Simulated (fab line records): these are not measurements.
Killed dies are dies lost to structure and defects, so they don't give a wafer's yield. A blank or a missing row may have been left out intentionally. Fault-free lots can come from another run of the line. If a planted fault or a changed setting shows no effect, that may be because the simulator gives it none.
A struck lot beside a sound one -- flow n5Finfet -- 26 out of 1938 route steps
Sound: wafers L123.1, L123.2, L123.6. Struck: wafers L136.1, L136.2, L136.5. The cause is named last.
Per side, at each step with rows, come the tool, then ch with its chambers, and then its first start. Under that, the readings that differ: sound wafers -- struck wafers -- difference of the means -- sigmas: that difference in standard deviations of wafers without a fault.
alike: readings whose means differ by less than 2 such deviations, and words and numbers that are the same on both sides. not compared: withheld readings, readings that some wafer has no value for, bounds like >300 that may hide the same value, and numbers for which the record gives no deviation and whose values overlap.
A row with sigmas, a row that says differs or no value, or rows on one side alone: a step with any of these is where the two part. When numbers do not overlap yet have no deviation, they are printed without sigmas and do not part them. A reading missing from all wafers of one side parts the sides only when that side holds two or more wafers.

first, 9 steps without rows for these wafers: N5_SD_EPI_N_EBR_05; N5_SD_EPI_N_SOFTBAKE_04 (time 60 s); N5_SD_EPI_N_EXPOSE_06 (exposes mask SD N BLK, target cd 120 nm); N5_SD_EPI_N_PEB_07 (peb time 60 s); N5_SD_EPI_N_DEVELOP_08 (develop time 30 s); N5_SD_EPI_N_DESCUM_14 (chemistry O2, time 7.9 s); N5_SD_EPI_N_ETCH_34 (etches SiARC in CF4, target depth 45.5 nm, time 75.8 s); N5_SD_EPI_N_ETCH_35 (etches SOC in N2/H2, overetch 108 nm, time 486 s); N5_SD_EPI_N_STRIP_36 (strips in N2/H2).
N5_SD_EPI_N_ETCHBACK_44: etches SiNx in CH3F/O2, stops on SiO2, target depth 14.5 nm.
  sound on rieDiel-02 ch 0,3, day 4 14:01; struck on rieDiel-02 ch 0,2,3, day 7 21:59
  no value came back on the struck wafers for any of 8 readings (CH3F_flow_sccm (sccm), O2_flow_sccm (sccm) and others); on the sound wafers CH3F_flow_sccm (sccm) reads 29.86 29.77 29.89
reading,sound,struck,difference,sigmas
model.SiARC_of_SD_EPI_N_COAT_33.thkNm (nm),15.6 15.2 15.4,19.4 19.4 19.2,+3.9,
  not compared: rfHoursCounterH
then, 1 step without rows for these wafers: N5_SD_EPI_N_ETCH_45 (etches SiOCN in CH3F/O2, target depth 6 nm).
N5_SD_EPI_N_ETCH_16: etches SiO2 in CHF3/O2, target depth 5 nm.
  sound on rieDiel-02 ch 0,3, day 4 14:13; struck on rieDiel-02 ch 0,2,3, day 7 22:11
reading,sound,struck,difference,sigmas
model.SiARC_of_SD_EPI_N_COAT_33.thkNm (nm),12 11.6 11.8,15.8 15.6 15.6,+3.9,
  alike: CHF3_flow_sccm, drypumpMotorCurrentA, oes_f_703_au, oesProductAu, rfVppV, showerheadPlenumPTorr, throttleValvePct
  not compared: rfHoursCounterH
then, 8 steps without rows for these wafers: N5_SD_EPI_N_STRIP_47 (strips in CHF3/O2); N5_SD_EPI_N_SD_RECESS_17 (chemistry HBr/Cl2/O2, target depth 41 nm, time 23.7 s, bt time 3 s); N5_SD_EPI_N_STRIP_38 (strips in N2/H2); N5_SD_EPI_N_WET_ETCH_43 (etches SiO2 in dHF, time 14 s, target depth 1.5 nm); N5_SD_EPI_N_STRIP_18 (strips in SPM, time 750 s); N5_SD_EPI_N_SRD_20 (time 30 s); N5_SD_EPI_N_PRECLEAN_48 (cleans in NF3:NH3, afs cycles 2, time 20 s, sublimation time 60 s); N5_SD_EPI_N_VAPOR_ETCH_50 (etches Si in HCl, time 54 s).
N5_SD_EPI_N_EPI_21: deposits Si:P, time 690 s.
  sound on epiRpcvd-02 ch 0, day 4 15:27; struck on epiRpcvd-03 ch 0, day 7 23:14
reading,sound,struck,difference,sigmas
model.Si-P_of_SD_EPI_N_EPI_21.thkNm (nm),57.8 58 58,1.4 1 1.6,-56.6,
  alike: susceptorTempC
N5_SD_EPI_N_EPI_MEAS_23:
  struck on filmMetro-01, day 8 00:58; sound on filmMetro-02, day 4 17:44
reading,sound,struck,difference,sigmas
thkNm (nm),57.8 57.9 57.7,2.1 1.6 0.3,-56.5,-43
N5_SD_EPI_N_PRECLEAN_24: cleans in O3/DIW, time 60 s.
  sound on wetBench-05 ch 0,5,6, day 4 17:47; struck on wetBench-04 ch 2,3,4, day 8 01:00
reading,sound,struck,difference,sigmas
model.Si-P_of_SD_EPI_N_EPI_21.thkNm (nm),57.4 57.6 57.6,1.4 1 1.6,-56.2,
then, 1 step without rows for these wafers: N5_SD_EPI_N_SRD_25 (time 30 s).
N5_BEOL_M4_RC_MEAS_101:
  the record has rows for the sound wafers here (prober-02 ch 0, day 9 07:58) and none for the struck ones
-- a jump in the record: the struck wafers' starts before and after are 10 days apart (it breaks off in module BEOL_M4 and resumes in module PASSIVATION, where the first step shown is number 1936 of the route) --
N5_PASSIVATION_PROBE_49:
  struck on prober-01, day 17 15:07; sound on prober-01, day 14 03:52
reading,sound,struck,difference,sigmas
killedAtFrontEnd,40 42 14,1117 1100 1105,+1075,+90
killedDies,88 105 83,1180 1180 1180,+1088,+60
killedOnRim,15 12 6,152 152 152,+141,+34
  alike: killed_at_M0_to_M3, killed_at_M4_up, killedAtContacts, killedAtOther, killedOpen, killedShort

== WHERE THEY PART ==
Last at N5_PASSIVATION_PROBE_49 as far as this record goes, first at N5_SD_EPI_N_ETCHBACK_44.

WHY: whatever the simulator had introduced
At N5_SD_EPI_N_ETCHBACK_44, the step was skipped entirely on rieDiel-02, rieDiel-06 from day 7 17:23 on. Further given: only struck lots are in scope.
